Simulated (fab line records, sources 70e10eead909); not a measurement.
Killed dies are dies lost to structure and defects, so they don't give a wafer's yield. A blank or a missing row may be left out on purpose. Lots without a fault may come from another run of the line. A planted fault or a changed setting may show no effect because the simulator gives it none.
Chamber matching | flow nand_harc | NHARC_THIN_TSV_DEP_47 on pecvd-04: 3 sister chambers
The step deposits SiO2, target thk 200 nm. 14 wafers are shown with their chamber, then 7 later ones without.

WAFERS WITH THEIR CHAMBER
wafer  | chamber | throttle_valve_pct (%)
L997.1 | 2       | 15.1
L997.4 | 0       | 16.5
L997.6 | 2       | 15.1
L998.4 | 2       | 15.2
L998.5 | 1       | 15.8
L998.6 | 0       | 16.4
L105.2 | 0       | 16.5
L105.4 | 2       | 15.2
L105.6 | 1       | 16.2
L112.2 | 1       | 15.9
L112.4 | 0       | 16.8
L112.5 | 1       | 16.1
L114.1 | 2       | 15.3
L114.3 | 1       | 16.4

SIGNATURES (means of the wafers above)
reading            | chamber 0 | chamber 1 | chamber 2 | scatter within a chamber
throttle_valve_pct | 16.550    | 16.080    | 15.180    | 0.177
Rule: a wafer's distance from a chamber is the root of the sum, over the readings, of the square of ((its reading less the chamber's mean) divided by the reading's scatter). The wafer belongs to the nearest chamber; if the next one is less than 2 further off, it can't be placed. The scatter: the root of (the sum of the squares of (reading less its chamber's mean) over the shown wafers, divided by (wafers less chambers)).

WAFERS WITHOUT THEIR CHAMBER
wafer  | throttle_valve_pct (%)
L114.6 | 15.4
L117.3 | 15.4
L117.5 | 15.2
L117.6 | 16.6
L119.1 | 15.4
L119.2 | 16.5
L119.4 | 16.0

WHICH CHAMBER EACH WENT THROUGH
wafer  | from the rows above | in truth
L114.6 | 2                   | 2
L117.3 | 2                   | 2
L117.5 | 2                   | 2
L117.6 | 0                   | 0
L119.1 | 2                   | 2
L119.2 | 0                   | 0
L119.4 | 1                   | 1
Placed correctly: 7 of 7. Can't be placed from these rows: 0. Placed wrongly: 0.
